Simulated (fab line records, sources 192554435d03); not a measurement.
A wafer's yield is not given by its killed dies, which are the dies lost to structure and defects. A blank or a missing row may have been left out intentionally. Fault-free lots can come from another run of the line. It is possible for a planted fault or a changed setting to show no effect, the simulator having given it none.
Shared-tool check :: flow n5-finfet :: Sample size 14 lots and 41 wafers

WHY IT WAS OPENED
Flagged at N5_SD_EPI_P_EPI_MEAS_23: reading thk-nm, on 2 of 14 lots. Wafers without a fault read 60.9 nm, standard deviation 1.3.
Rule: flag the lot when none of its wafers has a number, or when each of its wafers that has one lies beyond 4 standard deviations from that mean. The rest of the lots are taken to be sound.

lot: L747
measured: day 3 18:31
on: film-metro-02
thk-nm (nm), wafer by wafer: 58.4 60.3 58.7
flag: 

lot: L748
measured: day 3 22:07
on: film-metro-01
thk-nm (nm), wafer by wafer: 60.5 61.1 58.6
flag: 

lot: L749
measured: day 4 06:51
on: film-metro-02
thk-nm (nm), wafer by wafer: 60.9 60.9 57.4
flag: 

lot: L750
measured: day 4 08:47
on: film-metro-01
thk-nm (nm), wafer by wafer: 59.4 60.6 60.0
flag: 

lot: L752
measured: day 4 21:49
on: film-metro-02
thk-nm (nm), wafer by wafer: 63.3 61.0 61.8
flag: 

lot: L753
measured: day 5 03:37
on: film-metro-02
thk-nm (nm), wafer by wafer: 61.8 61.0 61.0
flag: 

lot: L754
measured: day 5 10:31
on: film-metro-02
thk-nm (nm), wafer by wafer: 60.4 60.1 58.6
flag: 

lot: L755
measured: day 5 16:07
on: film-metro-02
thk-nm (nm), wafer by wafer: 62.4 63.5 63.0
flag: 

lot: L756
measured: day 6 01:45
on: film-metro-01
thk-nm (nm), wafer by wafer: 62.3 61.0
flag: 

lot: L758
measured: day 6 12:24
on: film-metro-01
thk-nm (nm), wafer by wafer: 62.2 61.4 58.4
flag: 

lot: L759
measured: day 6 19:40
on: film-metro-02
thk-nm (nm), wafer by wafer: 60.2 63.1 62.7
flag: 

lot: L762
measured: day 7 09:09
on: film-metro-01
thk-nm (nm), wafer by wafer: 15.3 16.8 14.7
flag: FLAGGED

lot: L763
measured: day 7 16:06
on: film-metro-02
thk-nm (nm), wafer by wafer: 17.0 14.3 15.8
flag: FLAGGED

lot: L766
measured: day 8 07:54
on: film-metro-02
thk-nm (nm), wafer by wafer: 60.7 60.4 63.1
flag: 
The numbers of the flagged lots are 15.7 nm on average: -45.2 nm against the usual, or -35 standard deviations.

EACH LOT AND THE TOOL IT RAN ON
The record holds 2 process steps before the reading, out of a route of 1938 steps. Each cell gives the tool, then ch followed by the chambers the sampled wafers passed through, then the start.
lot: L747
flag: 
N5_SD_EPI_N_STRIP_38: plasma-asher-02 ch 0,1, day 3 08:25
N5_SD_EPI_P_PRECLEAN_51: epi-rpcvd-04 ch 0, day 3 13:59

lot: L748
flag: 
N5_SD_EPI_N_STRIP_38: plasma-asher-02 ch 0,1, day 3 14:40
N5_SD_EPI_P_PRECLEAN_51: epi-rpcvd-03 ch 0, day 3 19:35

lot: L749
flag: 
N5_SD_EPI_N_STRIP_38: plasma-asher-02 ch 0,1, day 3 20:52
N5_SD_EPI_P_PRECLEAN_51: epi-rpcvd-04 ch 0, day 4 03:28

lot: L750
flag: 
N5_SD_EPI_N_STRIP_38: plasma-asher-01 ch 0,1, day 4 01:22
N5_SD_EPI_P_PRECLEAN_51: epi-rpcvd-02 ch 0, day 4 06:14

lot: L752
flag: 
N5_SD_EPI_N_STRIP_38: plasma-asher-02 ch 0, day 4 14:37
N5_SD_EPI_P_PRECLEAN_51: epi-rpcvd-02 ch 0, day 4 19:17

lot: L753
flag: 
N5_SD_EPI_N_STRIP_38: plasma-asher-01 ch 0,1, day 4 19:53
N5_SD_EPI_P_PRECLEAN_51: epi-rpcvd-03 ch 0, day 5 01:04

lot: L754
flag: 
N5_SD_EPI_N_STRIP_38: plasma-asher-01 ch 1, day 5 02:26
N5_SD_EPI_P_PRECLEAN_51: epi-rpcvd-04 ch 0, day 5 07:10

lot: L755
flag: 
N5_SD_EPI_N_STRIP_38: plasma-asher-02 ch 0,1, day 5 08:26
N5_SD_EPI_P_PRECLEAN_51: epi-rpcvd-04 ch 0, day 5 13:32

lot: L756
flag: 
N5_SD_EPI_N_STRIP_38: plasma-asher-02 ch 0,1, day 5 18:19
N5_SD_EPI_P_PRECLEAN_51: epi-rpcvd-04 ch 0, day 5 23:11

lot: L758
flag: 
N5_SD_EPI_N_STRIP_38: plasma-asher-01 ch 0,1, day 6 04:26
N5_SD_EPI_P_PRECLEAN_51: epi-rpcvd-04 ch 0, day 6 09:50

lot: L759
flag: 
N5_SD_EPI_N_STRIP_38: plasma-asher-01 ch 0,1, day 6 12:22
N5_SD_EPI_P_PRECLEAN_51: epi-rpcvd-04 ch 0, day 6 17:07

lot: L762
flag: FLAGGED
N5_SD_EPI_N_STRIP_38: plasma-asher-01 ch 0,1, day 7 01:45
N5_SD_EPI_P_PRECLEAN_51: epi-rpcvd-04 ch 0, day 7 06:37

lot: L763
flag: FLAGGED
N5_SD_EPI_N_STRIP_38: plasma-asher-01 ch 0,1, day 7 08:17
N5_SD_EPI_P_PRECLEAN_51: epi-rpcvd-04 ch 0, day 7 13:33

lot: L766
flag: 
N5_SD_EPI_N_STRIP_38: plasma-asher-02 ch 0, day 8 00:40
N5_SD_EPI_P_PRECLEAN_51: epi-rpcvd-02 ch 0, day 8 05:21
What is done by these steps:
- N5_SD_EPI_N_STRIP_38: strips in N2/H2.
- N5_SD_EPI_P_PRECLEAN_51: cleans in NF3:NH3, afs cycles 1, time 20 s, sublimation time 60 s.
- N5_SD_EPI_P_EPI_MEAS_23

FLAGGED AGAINST TOTAL, ONE TOOL AT A TIME (gauges that did the reading follow at the end)
step: N5_SD_EPI_N_STRIP_38
tool: plasma-asher-01
lots run: 7
flagged: 2
share of the flagged lots: all
sound lots run after its first flagged lot: 0

step: N5_SD_EPI_N_STRIP_38
tool: plasma-asher-02
lots run: 7
flagged: 0
share of the flagged lots: none
sound lots run after its first flagged lot: -

step: N5_SD_EPI_P_PRECLEAN_51
tool: epi-rpcvd-02
lots run: 3
flagged: 0
share of the flagged lots: none
sound lots run after its first flagged lot: -

step: N5_SD_EPI_P_PRECLEAN_51
tool: epi-rpcvd-03
lots run: 2
flagged: 0
share of the flagged lots: none
sound lots run after its first flagged lot: -

step: N5_SD_EPI_P_PRECLEAN_51
tool: epi-rpcvd-04
lots run: 9
flagged: 2
share of the flagged lots: all
sound lots run after its first flagged lot: 0

step: N5_SD_EPI_P_EPI_MEAS_23
tool: film-metro-01
lots run: 5
flagged: 1
share of the flagged lots: some
sound lots run after its first flagged lot: 0

step: N5_SD_EPI_P_EPI_MEAS_23
tool: film-metro-02
lots run: 9
flagged: 1
share of the flagged lots: some
sound lots run after its first flagged lot: 1 (L766)

WHAT THE TABLE ALLOWS
In 2 table rows, all flagged lots were run: plasma-asher-01 (N5_SD_EPI_N_STRIP_38), epi-rpcvd-04 (N5_SD_EPI_P_PRECLEAN_51).
- plasma-asher-01 at N5_SD_EPI_N_STRIP_38: 2 of its 7 lots flagged. Its last sound lot is L759 (day 6 12:22), its first flagged lot L762 (day 7 01:45): a fault that began between those two fits.
- epi-rpcvd-04 at N5_SD_EPI_P_PRECLEAN_51: 2 of its 9 lots flagged. Its last sound lot is L759 (day 6 17:07), its first flagged lot L762 (day 7 06:37): a fault that began between those two fits.
Because each of these 2 tools fits a fault that began at some hour, counting lots does not separate them. More lots, or a look at what each step does to the wafer, might.

WHAT THE SIMULATOR HAD INSERTED
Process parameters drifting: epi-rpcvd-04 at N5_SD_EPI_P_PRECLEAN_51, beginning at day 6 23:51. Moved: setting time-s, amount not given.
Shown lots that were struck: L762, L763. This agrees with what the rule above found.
